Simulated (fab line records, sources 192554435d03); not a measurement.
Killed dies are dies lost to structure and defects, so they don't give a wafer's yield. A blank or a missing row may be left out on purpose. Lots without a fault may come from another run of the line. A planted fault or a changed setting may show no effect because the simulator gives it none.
One fault seen from 2 desks | flow n5_finfet | each desk has only its own numbers; what lay behind them comes last

THE TOOL OWNER'S DESK: rie_diel-04
The tool's own readings at N5_BEOL_M13_VIA_ETCH_16 (etches SiOC in C4F8/O2/Ar, target depth 921.7 nm): means of the sampled wafers that have a number, for each lot that ran on this tool. A lot is out of limits, marked OUT, if its mean lies more than 4 standard deviations from the usual mean; the brackets give that distance. Of its 8 readings 7 are shown: those that lie furthest out on some lot.
Columns: A = C4F8_flow_sccm at N5_BEOL_M13_VIA_ETCH_16, usual 15.00 sccm; B = O2_flow_sccm at N5_BEOL_M13_VIA_ETCH_16, usual 8.000 sccm; C = drypump_motor_current_A at N5_BEOL_M13_VIA_ETCH_16, usual 5.9 A; D = rf_fwd_power_W at N5_BEOL_M13_VIA_ETCH_16, usual 2993 W; E = rf_vpp_V at N5_BEOL_M13_VIA_ETCH_16, usual 664.5 V; F = showerhead_plenum_p_Torr at N5_BEOL_M13_VIA_ETCH_16, usual 3.38 Torr; G = throttle_valve_pct at N5_BEOL_M13_VIA_ETCH_16, usual 24.05 %
lot  | first seen here | A     | B     | C   | D    | E     | F    | G
L924 | day 11 04:07    | 15.01 | 8.014 | 5.4 | 2986 | 666.8 | 3.46 | 24.05
L943 | day 17 00:35    | 15.03 | 7.988 | 6.2 | 2986 | 663.9 | 3.37 | 24.02
This desk's finding: nothing out of limits on any of the 2 lots.

THE METROLOGY DESK
What the gauges read, lot by lot, whatever tool the lot ran on: means of the sampled wafers that have a number. A lot is out of limits, marked OUT, if its mean lies more than 4 standard deviations from the usual mean; the brackets give that distance.
Columns: A = cd_nm at N5_BEOL_M13_CD_MEAS_17, usual 189.1 nm
lot  | first seen here | A
L924 | day 11 04:33    | 190.1
L926 | day 11 09:31    | 190.5
L925 | day 11 10:23    | 189.1
L937 | day 15 00:54    | 187.8
L939 | day 15 19:39    | 192.2
L944 | day 16 09:25    | 186.9
L940 | day 16 17:32    | 189.6
L946 | day 17 00:32    | 187.9
L943 | day 17 01:02    | 189.2
L942 | day 17 01:38    | 189.0
L945 | day 17 06:37    | 186.8
L947 | day 17 14:04    | 191.0
This desk's finding: nothing out of limits on any of the 12 lots.

PUT TOGETHER
The tool owner's desk saw nothing out of limits.
The metrology desk saw nothing out of limits.

WHAT THE SIMULATOR HAD PUT IN
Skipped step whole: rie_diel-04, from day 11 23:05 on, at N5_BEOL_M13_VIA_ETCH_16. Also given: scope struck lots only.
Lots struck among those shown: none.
